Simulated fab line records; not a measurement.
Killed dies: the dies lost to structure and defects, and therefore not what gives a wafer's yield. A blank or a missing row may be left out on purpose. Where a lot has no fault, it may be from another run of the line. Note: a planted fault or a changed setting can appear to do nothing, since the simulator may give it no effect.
Which tool is to blame?	flow nand harc	12 lots, 36 wafers sampled, at 1 step of a route of 1302

== WHAT THE GAUGES READ, wafer by wafer ==
NHARC_P_M2_OVL_MEAS_10: pitch 340 nm.
lot	measured	on	overlay x nm (nm)
L075	day 6 21:38	overlay-02	-1.2 -1.2 -0.5
L077	day 7 13:57	overlay-02	0.3 0.7 0.6
L079	day 8 19:47	overlay-02	-0.3 -0.8 -0.8
L081	day 9 06:23	overlay-02	0.9 1.1 1.3
L083	day 10 07:33	overlay-01	0.6 0.2 0.4
L085	day 11 00:34	overlay-01	1.3 0.4 0.8
L087	day 11 17:24	overlay-01	-1.1 -0.8 -0.5
L089	day 12 23:01	overlay-01	0.9 0.9 0.1
L091	day 13 10:45	overlay-01	-1.3 -0.7 -0.9
L093	day 14 07:58	overlay-01	-0.7 -1.8 -1.2
L095	day 15 01:11	overlay-01	-0.4 -0.2 -0.4
L097	day 16 01:29	overlay-01	0.3 0.1 0.8

== WHAT TOOL EACH LOT RAN ON (gives the tool, then ch and the chambers of the sampled wafers, and finally the start) ==
Before these readings, the record contains no process step.

== THE ANSWER, worked out from the rows above alone ==
Rule: the usual values come from the lots themselves. The widest of any qualifying gaps counts: lots, ordered by their means at a reading, are off when they make up no more than a third of the lots, leave a main group of 4 or more, and stand apart from it by 3 or more times the standard deviation of that group's means. The tables above print the reading to a certain number of digits; a main group whose means all agree to those digits is not used. Also off: a lot with no number at a reading for which 4 or more lots have one. Where the step has rows for the other lots, those lots are counted as sound.
Nothing can be told from this: no lot is off at any reading shown.

== WHAT WAS PUT IN BY THE SIMULATOR ==
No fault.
